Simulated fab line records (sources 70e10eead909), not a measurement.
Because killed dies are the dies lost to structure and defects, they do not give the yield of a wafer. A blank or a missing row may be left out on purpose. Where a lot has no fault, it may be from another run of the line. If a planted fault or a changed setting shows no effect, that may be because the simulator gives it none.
Which of the tools did it? ; flow nand_harc ; route of 1302 steps, sampled at 1 step: 12 lots, 36 wafers

WHAT THE GAUGES READ, wafer by wafer
NHARC_P_BONDPAD_OVL_MEAS_38.
lot;measured;on;overlay_x_nm (nm)
L075;day 6 22:59;overlay-02;-7 -6 -7
L077;day 7 16:11;overlay-02;-2 -2 -2
L079;day 8 18:16;overlay-01;2 3 3
L080;day 9 14:11;overlay-01;-2 -2 -1
L083;day 10 10:45;overlay-01;-2 -2 -2
L085;day 11 02:51;overlay-02;5 4 4
L088;day 12 14:25;overlay-02;4 5 4
L089;day 12 22:17;overlay-01;11 10 11
L091;day 14 00:11;overlay-02;-1 -1 -1
L093;day 14 12:19;overlay-02;-2 -2 -2
L095;day 15 05:26;overlay-02;-1 -1 -1
L097;day 16 07:21;overlay-01;1 1 1

TOOL THAT RAN EACH LOT (tool first, then ch and the chambers of the sampled wafers, then the start)
Before these readings, the record contains no process step.

THE ANSWER, worked out from the rows above alone
Rule: the usual values come from the lots themselves. The widest of any qualifying gaps counts: lots, ordered by their means at a reading, are off when they make up no more than a third of the lots, leave a main group of 4 or more, and stand apart from it by 3 or more times the standard deviation of that group's means. A main group is skipped when, at the precision printed for the reading in the tables above, its means are all equal. Also off: a lot with no number at a reading for which 4 or more lots have one. Where the step has rows for the other lots, those lots are counted as sound.
No lot is off at any reading shown: from this, nothing can be told.

WHAT WAS PUT IN BY THE SIMULATOR
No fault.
